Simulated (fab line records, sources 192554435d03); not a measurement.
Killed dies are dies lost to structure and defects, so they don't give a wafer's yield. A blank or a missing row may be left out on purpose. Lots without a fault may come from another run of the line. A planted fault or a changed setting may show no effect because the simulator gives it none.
Split-lot experiment | flow n5_finfet | 7 lots, 21 wafers read, on a route of 1938 steps

THE SPLIT
At N5_MOL_CONTACT_COAG_EXPOSE_05 (exposes mask CA, defocus 0 nm), the setting dose_mj was moved away from the recipe's 38.25 on 9 of the 21 wafers read, by -5.8% to +3.1%. The other wafers ran this setting at the recipe's value.

FROM THE SPLIT TO THE READING: what the file shows between them, 4 steps
- N5_MOL_CONTACT_COAG_PEB_06: peb time 60 s
- N5_MOL_CONTACT_COAG_DEVELOP_07: develop time 30 s
- N5_MOL_CONTACT_COAG_DESCUM_13: chemistry O2, time 7 s
- N5_MOL_CONTACT_COAG_ETCH_59: etches underlayer in N2/H2, target depth 13 nm, time 10.4 s

THE READING
MOL_CONTACT_COAG.cd_offset_nm (the simulator's own value, which no gauge read), in nm, at N5_MOL_CONTACT_COAG_ETCH_105 (etches SiARC in CF4, target depth 15.6 nm, time 26 s). The file gives no usual value for it. The 12 wafers here that ran the recipe average -0.4 nm, standard deviation 0.27 nm.

wafer  | tool, chamber at the split | dose_mj as run | against the recipe | MOL_CONTACT_COAG.cd_offset_nm, nm | against lot-mates on the recipe
L077.1 | euv_scanner-02, 0          | 38.25          | recipe             | -0.2                              | -
L077.3 | euv_scanner-02, 0          | 38.25          | recipe             | -0.6                              | -
L077.5 | euv_scanner-02, 0          | 38.25          | recipe             | -0.2                              | -
L078.2 | euv_scanner-02, 0          | 39.42          | +3.1%              | -0.2                              | +0.2
L078.3 | euv_scanner-02, 0          | 38.25          | recipe             | -0.4                              | -
L078.5 | euv_scanner-02, 0          | 39.42          | +3.1%              | 0.2                               | +0.6
L085.2 | euv_scanner-01, 0          | 38.25          | recipe             | -0.8                              | -
L085.4 | euv_scanner-01, 0          | 39.31          | +2.8%              | 0                                 | +0.8
L085.5 | euv_scanner-01, 0          | 38.25          | recipe             | -0.8                              | -
L086.1 | euv_scanner-01, 0          | 36.03          | -5.8%              | -1                                | -1.0
L086.3 | euv_scanner-01, 0          | 36.03          | -5.8%              | -1.4                              | -1.4
L086.4 | euv_scanner-01, 0          | 38.25          | recipe             | 0                                 | -
L089.2 | euv_scanner-01, 0          | 38.25          | recipe             | -0.6                              | -
L089.3 | euv_scanner-01, 0          | 38.25          | recipe             | 0                                 | -
L089.5 | euv_scanner-01, 0          | 38.25          | recipe             | -0.2                              | -
L091.2 | euv_scanner-02, 0          | 38.25          | recipe             | -0.4                              | -
L091.4 | euv_scanner-02, 0          | 36.13          | -5.5%              | -1.6                              | -1.2
L091.5 | euv_scanner-02, 0          | 36.13          | -5.5%              | -1.4                              | -1.0
L095.1 | euv_scanner-01, 0          | 37.45          | -2.1%              | -0.2                              | +0.0
L095.3 | euv_scanner-01, 0          | 38.25          | recipe             | -0.2                              | -
L095.6 | euv_scanner-01, 0          | 37.45          | -2.1%              | -0.6                              | -0.4

THE FIT
A straight line over all 21 wafers: MOL_CONTACT_COAG.cd_offset_nm changes by +0.156 nm for each +1% of dose_mj; r = +0.84; the points scatter about the line by 0.28 nm.
The same after taking each lot's own level away (the mean of its wafers on the recipe; 21 wafers): +0.193 nm for each +1%; r = +0.94; scatter 0.2 nm.
On that fit, the largest move of dose_mj shifts the reading by 1.1 nm.
The lots' own levels span -0.80 to 0.00 nm, that is 3.0 times the standard deviation above.
So the lot-to-lot level changes the slope: the two fits differ.
Check: with one of the wafers moved furthest among these (-5.8%) left out of the fit, the line predicts -1.15 nm for it against its lot-mates. It came out at -1 nm against them.

OTHER SPLITS ON THESE WAFERS
These wafers also went through other splits before the reading. Each is held against what the fit with the lots' levels taken away leaves over:
other split on the same wafers | wafers away from the commonest value | r with MOL_CONTACT_COAG.cd_offset_nm (lot level and that fit taken away)
N5_SDB_COAT_05 spin_rpm        | 9                                    | +0.15
N5_HKMG_FIN_ETCH_55 bias_w     | 6                                    | -0.10
N5_HKMG_FIN_CVD_62 temp_c      | 8                                    | +0.12
N5_HKMG_FIN_COAT_06 spin_rpm   | 7                                    | +0.00
N5_HKMG_FIN_EXPOSE_09 dose_mj  | 4                                    | +0.10

THE WHOLE CHAIN: every reading that the file lists as answering this split, in the file's order
step                         | what it does                                                | reading                                                                        | change (the file's fit)               | r (the file's)
N5_MOL_CONTACT_COAG_ETCH_59  | etches underlayer in N2/H2, target depth 13 nm, time 10.4 s | MOL_CONTACT_COAG.cd_offset_nm (the simulator's own value, which no gauge read) | +0.217 nm for each +1% of the setting | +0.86
N5_MOL_CONTACT_COAG_ETCH_105 | etches SiARC in CF4, target depth 15.6 nm, time 26 s        | MOL_CONTACT_COAG.cd_offset_nm (the simulator's own value, which no gauge read) | +0.197 nm for each +1% of the setting | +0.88

THE FILE'S OWN FIT
MOL_CONTACT_COAG.cd_offset_nm changes by +0.197 nm for each +1% of dose_mj, r = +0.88.
